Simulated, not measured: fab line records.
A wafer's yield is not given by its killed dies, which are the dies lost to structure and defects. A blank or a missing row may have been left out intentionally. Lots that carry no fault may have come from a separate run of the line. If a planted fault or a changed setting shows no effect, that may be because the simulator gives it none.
What tool caused it? -- flow n5-finfet -- 29 wafers from 10 lots sampled at 3 of the route's 1938 steps

WHAT EACH GAUGE READ, for each wafer
N5_BEOL_M11_CD_MEAS_35: target cd 70 nm. Usual: cd-nm reads 70.0 nm (standard deviation 0.69).
lot,measured,on,cd-nm (nm),flag
L270,day 11 14:32,cd-sem-02,69.5 68.9 69.5,
L271,day 11 14:42,cd-sem-02,69.1 69.4 70.2,
L276,day 14 13:47,cd-sem-01,69.7 69.7 70.1,
L278,day 15 07:13,cd-sem-03,69.7 69.8 70.1,
L280,day 16 05:20,cd-sem-01,68.9 69.6,
L283,day 16 05:38,cd-sem-03,70.2 69.2 69.1,
L284,day 17 18:19,cd-sem-02,70.8 70.5 70.4,
L288,day 17 20:18,cd-sem-02,69.6 70.6 69.7,
L289,day 18 02:53,cd-sem-02,70.3 70.6 70.7,
L293,day 18 06:07,cd-sem-03,70.2 70.3 70.7,

TOOL THAT RAN EACH LOT (tool first, then ch and the chambers of the sampled wafers, then the start)
lot,N5_BEOL_M11_PECVD_70,N5_BEOL_M11_STRIP_36
L270,"pecvd-02 ch 1,2, day 11 10:48","rie-diel-02 ch 0,1,2, day 11 14:10"
L271,"pecvd-04 ch 0,1, day 11 11:11","rie-diel-04 ch 0,1, day 11 14:20"
L276,"pecvd-04 ch 0,1, day 14 08:47","rie-diel-04 ch 0,1,2, day 14 13:24"
L278,"pecvd-04 ch 0,1, day 15 01:26","rie-diel-04 ch 1,2,3, day 15 06:50"
L280,"pecvd-04 ch 0, day 16 00:23","rie-diel-02 ch 1,2, day 16 04:58"
L283,"pecvd-01 ch 0,1,2, day 16 01:01","rie-diel-06 ch 0,2, day 16 05:15"
L284,"pecvd-01 ch 0,1, day 17 10:46","rie-diel-06 ch 0,2, day 17 17:56"
L288,"pecvd-01 ch 0,1,2, day 17 10:55","rie-diel-06 ch 0,2,3, day 17 19:55"
L289,"pecvd-01 ch 0,1,2, day 17 21:35","rie-diel-06 ch 2,3, day 18 02:31"
L293,"pecvd-01 ch 1,2, day 18 02:58","rie-diel-02 ch 0,1, day 18 05:44"
- N5_BEOL_M11_PECVD_70: deposits SiO2 from TEOS/O2, target thk 20 nm, time 22.7 s.
- N5_BEOL_M11_STRIP_36: strips in N2/H2.

WHAT THE TOOLS THEMSELVES READ (means of the sampled wafers that have a number; where no wafer has one, the mark that the record gives instead)
N5_BEOL_M11_PECVD_70. Usual: heater-power-w 766 W, standard deviation 88; showerhead-plenum-p-Torr 8.78 Torr, standard deviation 0.069; throttle-valve-pct 22.4 %, standard deviation 1.4.
lot,tool,heater-power-w (W),showerhead-plenum-p-Torr (Torr),throttle-valve-pct (%),flag
L270,pecvd-02,731,8.87,22.8,
L271,pecvd-04,797,8.77,23.5,
L276,pecvd-04,898,8.77,23.4,
L278,pecvd-04,952,8.82,24.4,
L280,pecvd-04,894,8.71,22.5,
L283,pecvd-01,713,8.75,21.6,
L284,pecvd-01,762,8.76,20.8,
L288,pecvd-01,742,8.74,21.6,
L289,pecvd-01,761,8.77,21.5,
L293,pecvd-01,787,8.76,20.8,

N5_BEOL_M11_STRIP_36. Usual: drypump-motor-current-A 5.5 A (standard deviation 0.39); h2-flow-sccm 200.0 sccm (standard deviation 0.58); oes-product-au 0.83 a.u. (standard deviation 0.11); rf-vpp-V 59.2 V (standard deviation 2); showerhead-plenum-p-Torr 2.54 Torr (standard deviation 0.11); temp-c 40.00 C (standard deviation 0.12); throttle-valve-pct 23.60 % (standard deviation 0.29).
lot,tool,drypump-motor-current-A (A),h2-flow-sccm (sccm),oes-product-au (a.u.),rf-vpp-V (V),showerhead-plenum-p-Torr (Torr),temp-c (C),throttle-valve-pct (%),flag
L270,rie-diel-02,5.7,199.9,0.89,58.7,2.50,39.94,23.41,
L271,rie-diel-04,6.0,199.5,0.82,59.6,2.46,40.05,23.68,
L276,rie-diel-04,5.8,200.2,0.82,58.7,2.61,39.98,23.75,
L278,rie-diel-04,5.8,200.3,0.86,59.2,2.61,40.11,23.77,
L280,rie-diel-02,5.8,199.8,0.82,58.2,2.46,40.05,23.38,
L283,rie-diel-06,5.1,200.2,0.86,60.6,2.52,40.08,23.50,
L284,rie-diel-06,5.1,199.5,0.89,57.9,2.56,40.03,23.51,
L288,rie-diel-06,5.1,199.4,0.81,60.3,2.49,40.03,23.66,
L289,rie-diel-06,5.3,200.7,0.85,59.1,2.54,40.02,23.69,
L293,rie-diel-02,5.6,200.3,0.81,61.2,2.52,39.96,23.54,

THE ANSWER, worked out from the rows above alone
Rule: a lot counts as off when the mean over its wafers that have a number is more than 3 standard deviations away from the usual mean. Also off: a lot with no number at a reading for which 4 or more lots have one. All remaining lots with rows at the step are treated as sound. The gauges are gone through in route order, then the tools' own readings, and for those a lot's mean is taken as printed above. At the first step where some lot is off, the reading lying furthest off is the one used; lots without a number count as furthest.
No lot is off on any of the readings shown, so nothing can be concluded from this.

WHAT WAS PUT IN BY THE SIMULATOR
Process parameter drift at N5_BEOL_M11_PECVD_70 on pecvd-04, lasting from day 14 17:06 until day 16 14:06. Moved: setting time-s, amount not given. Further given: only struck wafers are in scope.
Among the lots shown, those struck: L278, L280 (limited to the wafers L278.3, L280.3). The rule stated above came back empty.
